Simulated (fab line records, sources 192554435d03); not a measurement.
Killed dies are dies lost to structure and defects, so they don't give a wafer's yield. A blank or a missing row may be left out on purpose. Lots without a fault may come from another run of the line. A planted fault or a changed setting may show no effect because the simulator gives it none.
A struck lot beside a sound one | flow n5_finfet | 14 steps out of a route of 1938
Sound: wafers L911.1, L911.4, L911.5. Struck: wafers L927.1, L927.2, L927.4. The cause comes at the end.
At each step with rows: each side's tool, then ch and its chambers, then its first start. Under that, the readings that differ: sound wafers | struck wafers | difference of the means | sigmas: that difference in standard deviations of wafers without a fault.
alike: readings whose means differ by less than 2 such deviations, and words and numbers that are the same on both sides. not compared: withheld readings, readings that some wafer has no value for, bounds like >300 that may hide the same value, and numbers for which the record gives no deviation and whose values overlap.
The two part at a step that has a row with sigmas, a row that says differs or no value, or rows on one side only. Numbers that don't overlap but have no deviation are shown without sigmas and don't part them. A reading that every wafer of one side lacks parts them only if that side has two wafers or more.

first, 7 steps without rows for these wafers: N5_PASSIVATION_COAT_38; N5_PASSIVATION_EBR_40; N5_PASSIVATION_SOFTBAKE_39 (time 120 s); N5_PASSIVATION_EXPOSE_41 (exposes mask PASS OPEN, defocus 0 nm, target cd 40000 nm); N5_PASSIVATION_PEB_42; N5_PASSIVATION_DEVELOP_43 (develop time 60 s); N5_PASSIVATION_HARDBAKE_45 (time 120 s).
N5_PASSIVATION_CD_MEAS_44: target cd 40000 nm.
  sound on cd_sem-01 ch 0, day 11 21:11; struck on cd_sem-03 ch 0, day 15 19:38
  reading    | sound             | struck            | difference | sigmas
  cd_nm (nm) | 40007 40008 40008 | 40000 40003 39999 | -7         | -2
N5_PASSIVATION_OVL_MEAS_66:
  sound on overlay-01 ch 0, day 11 21:13; struck on overlay-01 ch 0, day 15 19:40
  alike: PASS_OPEN_OVL
N5_PASSIVATION_INSPECT_67: inspects for defects (macro).
  sound on defect_inspect-02, day 11 21:14; struck on defect_inspect-02, day 15 19:41
  alike: raw_defect_count
N5_PASSIVATION_DESCUM_46: chemistry O2, time 7.9 s.
  sound on rie_diel-02 ch 0,3, day 11 21:16; struck on rie_diel-03 ch 0,2,3, day 15 20:01
  alike: chamber_pressure_mTorr, drypump_motor_current_A, o2_flow_sccm, oes_product_au, rf_fwd_power_W, rf_vpp_V, showerhead_plenum_p_Torr, throttle_valve_pct
  not compared: rf_hours_counter_h
N5_PASSIVATION_PASS_ETCH_47: etches SiNx in CF4/O2, target depth 770 nm, time 385 s.
  sound on rie_diel-02 ch 0,3, day 11 21:18; struck on rie_diel-03 ch 0,2,3, day 15 20:03
  alike: bias_w, chamber_pressure_mTorr, drypump_motor_current_A, oes_product_au, rf_fwd_power_W, rf_vpp_V, showerhead_plenum_p_Torr, throttle_valve_pct
  not compared: rf_hours_counter_h
N5_PASSIVATION_ETCH_54: etches SiO2 in CHF3/O2, target depth 880 nm, time 440 s.
  sound on rie_diel-02 ch 0,3, day 11 21:32; struck on rie_diel-03 ch 0,2,3, day 15 20:17
  reading                                 | sound             | struck            | difference | sigmas
  bias_w (W)                              | 169.8 170.5 169.2 | 197.6 197.4 197.8 | +27.8      | +58
  rf_vpp_V (V)                            | 522 522 526       | 593 585 609       | +72        | +11
  model.etch.depth_nm (nm)                | 878.5 878.4 880.4 | 928.8 936 952.3   | +59.9      |
  model.PASSIVATION.feature_depth_nm (nm) | 878.4 878.4 880.4 | 928.8 936 952.2   | +59.9      |
  alike: chamber_pressure_mTorr, drypump_motor_current_A, oes_product_au, rf_fwd_power_W, showerhead_plenum_p_Torr, throttle_valve_pct
  not compared: rf_hours_counter_h
N5_PASSIVATION_STRIP_48: strips in O2.
  sound on rie_diel-02 ch 0,3, day 11 21:49; struck on rie_diel-03 ch 0,2,3, day 15 20:34
  alike: chamber_pressure_mTorr, drypump_motor_current_A, o2_flow_sccm, oes_product_au, rf_vpp_V, showerhead_plenum_p_Torr, throttle_valve_pct
  not compared: rf_hours_counter_h

WHERE THEY PART
First at N5_PASSIVATION_CD_MEAS_44; last, within this record, at N5_PASSIVATION_ETCH_54. Later steps at which nothing parts them and some readings are alike: N5_PASSIVATION_STRIP_48.

WHY: what the simulator had put in
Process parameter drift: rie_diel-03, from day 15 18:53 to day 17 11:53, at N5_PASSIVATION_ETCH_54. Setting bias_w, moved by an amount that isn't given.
